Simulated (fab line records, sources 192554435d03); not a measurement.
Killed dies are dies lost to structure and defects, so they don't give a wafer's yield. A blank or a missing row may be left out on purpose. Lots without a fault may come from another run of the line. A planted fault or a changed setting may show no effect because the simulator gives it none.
Which tool did it? | flow n5_finfet | 10 lots, 30 wafers sampled, at 5 steps of a route of 1938

WHAT THE GAUGES READ, wafer by wafer
The record holds no reading of a measuring or inspecting step that can be judged against a usual standard deviation.

WHICH TOOL RAN EACH LOT (tool, then ch and the chambers of the sampled wafers, then the start)
lot  | N5_BEOL_M12_ETCH_68                | N5_BEOL_M12_TRENCH_ETCH_34         | N5_BEOL_M12_STRIP_37                 | N5_BEOL_M12_SPUTTER_45       | N5_PASSIVATION_PROBE_49
L310 | rie_diel-04 ch 0,3, day 13 04:47   | rie_diel-04 ch 0,3, day 13 04:59   | plasma_asher-01 ch 0,1, day 13 05:10 | pvd_sputter-03, day 13 07:11 | -
L311 | rie_diel-01 ch 0,2,3, day 14 04:16 | rie_diel-01 ch 0,2,3, day 14 04:26 | plasma_asher-01 ch 0,1, day 14 04:38 | pvd_sputter-03, day 14 07:28 | -
L312 | rie_diel-03 ch 1,2, day 14 11:23   | rie_diel-03 ch 1,2, day 14 11:34   | plasma_asher-01 ch 0,1, day 14 11:47 | pvd_sputter-03, day 14 14:25 | -
L313 | rie_diel-03 ch 0,1,2, day 15 10:28 | rie_diel-03 ch 0,1,2, day 15 10:38 | plasma_asher-01 ch 0,1, day 15 10:50 | pvd_sputter-03, day 15 13:16 | -
L328 | rie_diel-03 ch 0,2, day 16 19:03   | rie_diel-03 ch 0,2, day 16 19:14   | plasma_asher-01 ch 0,1, day 16 19:25 | pvd_sputter-02, day 16 21:26 | prober-01, day 18 09:35
L329 | rie_diel-03 ch 0,1, day 18 05:50   | rie_diel-03 ch 0,1, day 18 06:01   | plasma_asher-01 ch 0,1, day 18 06:13 | pvd_sputter-03, day 18 09:39 | -
L327 | rie_diel-04 ch 0,1, day 18 12:34   | rie_diel-04 ch 0,1, day 18 12:45   | plasma_asher-01 ch 0,1, day 18 13:01 | pvd_sputter-02, day 18 15:51 | prober-01, day 19 21:30
L330 | rie_diel-01 ch 2,3, day 18 14:07   | rie_diel-01 ch 2,3, day 18 14:18   | plasma_asher-02 ch 0,1, day 18 14:29 | pvd_sputter-03, day 18 16:17 | -
L332 | rie_diel-03 ch 0,1,3, day 18 19:28 | rie_diel-03 ch 0,1,3, day 18 19:39 | plasma_asher-02 ch 0,1, day 18 19:50 | pvd_sputter-02, day 19 00:26 | -
L331 | rie_diel-03 ch 0,3, day 18 20:22   | rie_diel-03 ch 0,3, day 18 20:33   | plasma_asher-02 ch 0,1, day 18 20:44 | pvd_sputter-03, day 19 00:29 | -
- N5_BEOL_M12_ETCH_68: etches SOC in N2/H2, time 285 s.
- N5_BEOL_M12_TRENCH_ETCH_34: etches SiOC in C4F8/O2/Ar, target depth 318.95 nm, time 125.5 s.
- N5_BEOL_M12_STRIP_37: strips in N2/H2.
- N5_BEOL_M12_SPUTTER_45: material Cu, target thk 80 nm, time 13.33 s.
- N5_PASSIVATION_PROBE_49

WHAT THE TOOLS THEMSELVES READ (means of the sampled wafers that have a number; where no wafer has one, the mark that the record gives instead)
N5_BEOL_M12_ETCH_68. Usual: drypump_motor_current_A 5.7 A, standard deviation 0.54; oes_product_au 0.77 a.u., standard deviation 0.088; rf_vpp_V 523.7 V, standard deviation 2.6; showerhead_plenum_p_Torr 2.53 Torr, standard deviation 0.09; throttle_valve_pct 17.8 %, standard deviation 0.31.
lot  | tool        | drypump_motor_current_A (A) | oes_product_au (a.u.) | rf_vpp_V (V) | showerhead_plenum_p_Torr (Torr) | throttle_valve_pct (%) | flag
L310 | rie_diel-04 | 5.9                         | 0.74                  | 525.9        | 2.59                            | 17.8                   |
L311 | rie_diel-01 | 5.6                         | 0.90                  | 523.0        | 2.50                            | 17.4                   |
L312 | rie_diel-03 | 5.8                         | 0.71                  | 524.7        | 2.56                            | 17.9                   |
L313 | rie_diel-03 | 5.5                         | 0.72                  | 523.6        | 2.53                            | 18.0                   |
L328 | rie_diel-03 | 5.2                         | 0.68                  | 522.5        | 2.47                            | 17.9                   |
L329 | rie_diel-03 | 5.3                         | 0.72                  | 522.4        | 2.49                            | 18.1                   |
L327 | rie_diel-04 | 5.5                         | 0.82                  | 526.1        | 2.63                            | 17.7                   |
L330 | rie_diel-01 | 5.3                         | 0.84                  | 522.8        | 2.49                            | 17.6                   |
L332 | rie_diel-03 | 5.7                         | 0.70                  | 522.3        | 2.52                            | 18.1                   |
L331 | rie_diel-03 | 5.5                         | 0.68                  | 520.6        | 2.47                            | 18.2                   |

N5_BEOL_M12_TRENCH_ETCH_34. Usual: drypump_motor_current_A 5.7 A, standard deviation 0.53; oes_product_au 0.77 a.u., standard deviation 0.088; rf_vpp_V 665 V, standard deviation 3.1; showerhead_plenum_p_Torr 3.41 Torr, standard deviation 0.11; throttle_valve_pct 24.23 %, standard deviation 0.25.
lot  | tool        | drypump_motor_current_A (A) | oes_product_au (a.u.) | rf_vpp_V (V) | showerhead_plenum_p_Torr (Torr) | throttle_valve_pct (%) | flag
L310 | rie_diel-04 | 5.9                         | 0.75                  | 668          | 3.50                            | 24.25                  |
L311 | rie_diel-01 | 5.6                         | 0.90                  | 665          | 3.39                            | 23.94                  |
L312 | rie_diel-03 | 5.8                         | 0.70                  | 666          | 3.44                            | 24.34                  |
L313 | rie_diel-03 | 5.6                         | 0.72                  | 665          | 3.39                            | 24.34                  |
L328 | rie_diel-03 | 5.3                         | 0.68                  | 663          | 3.33                            | 24.37                  |
L329 | rie_diel-03 | 5.3                         | 0.71                  | 663          | 3.33                            | 24.36                  |
L327 | rie_diel-04 | 5.5                         | 0.82                  | 669          | 3.56                            | 24.26                  |
L330 | rie_diel-01 | 5.3                         | 0.84                  | 664          | 3.38                            | 24.19                  |
L332 | rie_diel-03 | 5.7                         | 0.70                  | 664          | 3.38                            | 24.42                  |
L331 | rie_diel-03 | 5.6                         | 0.69                  | 663          | 3.32                            | 24.49                  |

N5_BEOL_M12_STRIP_37. Usual: drypump_motor_current_A 5.8 A, standard deviation 0.56; heater_power_w 347 W, standard deviation 17; oes_product_au 0.789 a.u., standard deviation 0.01.
lot  | tool            | drypump_motor_current_A (A) | heater_power_w (W) | oes_product_au (a.u.) | flag
L310 | plasma_asher-01 | 6.1                         | 337                | 0.784                 |
L311 | plasma_asher-01 | 6.1                         | 333                | 0.784                 |
L312 | plasma_asher-01 | 6.1                         | 334                | 0.789                 |
L313 | plasma_asher-01 | 5.7                         | 341                | 0.799                 |
L328 | plasma_asher-01 | 6.1                         | 335                | 0.778                 |
L329 | plasma_asher-01 | 6.1                         | 333                | 0.788                 |
L327 | plasma_asher-01 | 6.1                         | 331                | 0.783                 |
L330 | plasma_asher-02 | 5.7                         | 362                | 0.779                 |
L332 | plasma_asher-02 | 5.7                         | 364                | 0.789                 |
L331 | plasma_asher-02 | 5.8                         | 367                | 0.789                 |

N5_BEOL_M12_SPUTTER_45. Usual: cathode_dc_power_W 26001 W, standard deviation 4.9; chamber_pressure_pa 0.13004 Pa, standard deviation 0.00026; chuck_gas_flow_sccm 1.26 sccm, standard deviation 0.048; throttle_valve_pct 30.2 %, standard deviation 0.84.
lot  | tool           | cathode_dc_power_W (W) | chamber_pressure_pa (Pa) | chuck_gas_flow_sccm (sccm) | throttle_valve_pct (%) | flag
L310 | pvd_sputter-03 | 26002                  | 0.13017                  | 1.30                       | 30.0                   |
L311 | pvd_sputter-03 | 26003                  | 0.13017                  | 1.26                       | 29.5                   |
L312 | pvd_sputter-03 | 29965                  | 0.13019                  | 1.27                       | 29.9                   | OFF
L313 | pvd_sputter-03 | 29964                  | 0.13018                  | 1.26                       | 29.2                   | OFF
L328 | pvd_sputter-02 | 26001                  | 0.13012                  | 1.29                       | 30.9                   |
L329 | pvd_sputter-03 | 26002                  | 0.13015                  | 1.34                       | 30.0                   |
L327 | pvd_sputter-02 | 26002                  | 0.12997                  | 1.22                       | 30.8                   |
L330 | pvd_sputter-03 | 25998                  | 0.13021                  | 1.27                       | 29.4                   |
L332 | pvd_sputter-02 | 26002                  | 0.12986                  | 1.25                       | 30.1                   |
L331 | pvd_sputter-03 | 25998                  | 0.13009                  | 1.27                       | 29.5                   |

N5_PASSIVATION_PROBE_49. Usual: defect_limited_yield 91.4 %, standard deviation 1.2; killed_at_M0_to_M3 34, standard deviation 9.1; killed_at_M4_up 14, standard deviation 5.8; killed_at_contacts 13, standard deviation 6; killed_at_front_end 38, standard deviation 10; killed_at_other 3.2, standard deviation 2.7; killed_dies 102, standard deviation 14; killed_open 68, standard deviation 11; killed_short 32, standard deviation 7.2; sort_bin_5_function 5.1 %, standard deviation 0.83; sort_bin_6_memory 3.2 %, standard deviation 0.56; sort_bin_8_speed 0.01 %, standard deviation 0.064; sort_n_pass 1078, standard deviation 14; sort_yield_pct 91.4 %, standard deviation 1.2.
lot  | tool      | defect_limited_yield (%) | killed_at_M0_to_M3 | killed_at_M4_up | killed_at_contacts | killed_at_front_end | killed_at_other | killed_dies | killed_open | killed_short | sort_bin_5_function (%) | sort_bin_6_memory (%) | sort_bin_8_speed (%) | sort_n_pass | sort_yield_pct (%) | flag
L328 | prober-01 | 93.2                     | 30                 | 15              | 10                 | 22                  | 2.7             | 80          | 54          | 25           | 3.7                     | 2.7                   | 0.25                 | 1097        | 93.0               | OFF
L327 | prober-01 | 90.2                     | 39                 | 16              | 8                  | 51                  | 1.3             | 116         | 70          | 42           | 6.2                     | 3.2                   | 0.00                 | 1064        | 90.2               |

THE ANSWER, worked out from the rows above alone
Rule: a lot is off if the mean of its wafers that have a number lies more than 3 standard deviations from the usual mean. A lot without any number at a reading at which 4 lots or more have one is off too. The other lots that the step has rows for count as sound. The gauges are gone through in route order, then the tools' own readings, and for those a lot's mean is taken as printed above. The first step at which some lot is off is used, and at that step the reading that is off furthest; a lot without a number counts as furthest.
Off: L312, L313, at N5_BEOL_M12_SPUTTER_45 (cathode_dc_power_W).
A tool fits if, at that step or a process step before it, it ran every lot that is off, and no sound lot after the first of them. None of those tried fits.

WHAT THE SIMULATOR HAD PUT IN
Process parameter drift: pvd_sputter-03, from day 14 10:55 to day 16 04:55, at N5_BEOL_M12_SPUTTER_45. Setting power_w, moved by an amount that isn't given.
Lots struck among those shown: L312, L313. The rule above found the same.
